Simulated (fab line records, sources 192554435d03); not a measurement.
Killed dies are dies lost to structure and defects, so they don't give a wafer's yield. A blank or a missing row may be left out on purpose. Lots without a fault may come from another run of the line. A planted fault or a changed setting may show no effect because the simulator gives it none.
Chamber matching | flow n5_finfet | N5_BEOL_M5_CURE_80 on uv_cure-02: 3 sister chambers
The step cures SiCOH lowk, time 120 s. 6 wafers are shown with their chamber, then 8 later ones without.

WAFERS WITH THEIR CHAMBER
wafer  | chamber | wafer_temp_C_max | lamp_power_pct (%)
L075.2 | 2       | 372.4            | 52.29
L075.4 | 2       | 371.6            | 52.33
L077.2 | 0       | 371.4            | 52.34
L077.6 | 0       | 372.1            | 52.27
L080.4 | 1       | 371.4            | 52.29
L081.2 | 1       | 372.0            | 52.24

WAFERS WITHOUT THEIR CHAMBER
wafer  | wafer_temp_C_max | lamp_power_pct (%)
L081.4 | 372.0            | 52.48
L081.6 | 371.5            | 52.20
L083.1 | 371.9            | 52.29
L083.2 | 372.3            | 52.24
L083.6 | 372.4            | 52.43
L096.1 | 372.2            | 52.31
L096.3 | 371.8            | 52.39
L096.5 | 372.5            | 52.29

WHICH CHAMBER EACH WENT THROUGH
wafer  | from the rows above          | in truth
L081.4 | can't be placed: 2 or 0 or 1 | 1
L081.6 | can't be placed: 1 or 0 or 2 | 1
L083.1 | can't be placed: 0 or 2 or 1 | 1
L083.2 | can't be placed: 1 or 2 or 0 | 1
L083.6 | can't be placed: 2 or 0 or 1 | 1
L096.1 | can't be placed: 2 or 0 or 1 | 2
L096.3 | can't be placed: 2 or 0 or 1 | 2
L096.5 | can't be placed: 2 or 0 or 1 | 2
Placed correctly: 0 of 8. Can't be placed from these rows: 8 (the true chamber is among the candidates in 8). Placed wrongly: 0.
How it was worked out, from the rows above alone: a wafer's distance from a chamber is the root of the sum, over the readings, of the square of ((its reading less the chamber's mean) divided by the reading's scatter). The wafer belongs to the nearest chamber; if the next one is less than 2 further off, it can't be placed. A chamber's mean is the mean of its shown wafers. The scatter: the root of (the sum of the squares of (reading less its chamber's mean) over the shown wafers, divided by (wafers less chambers)).
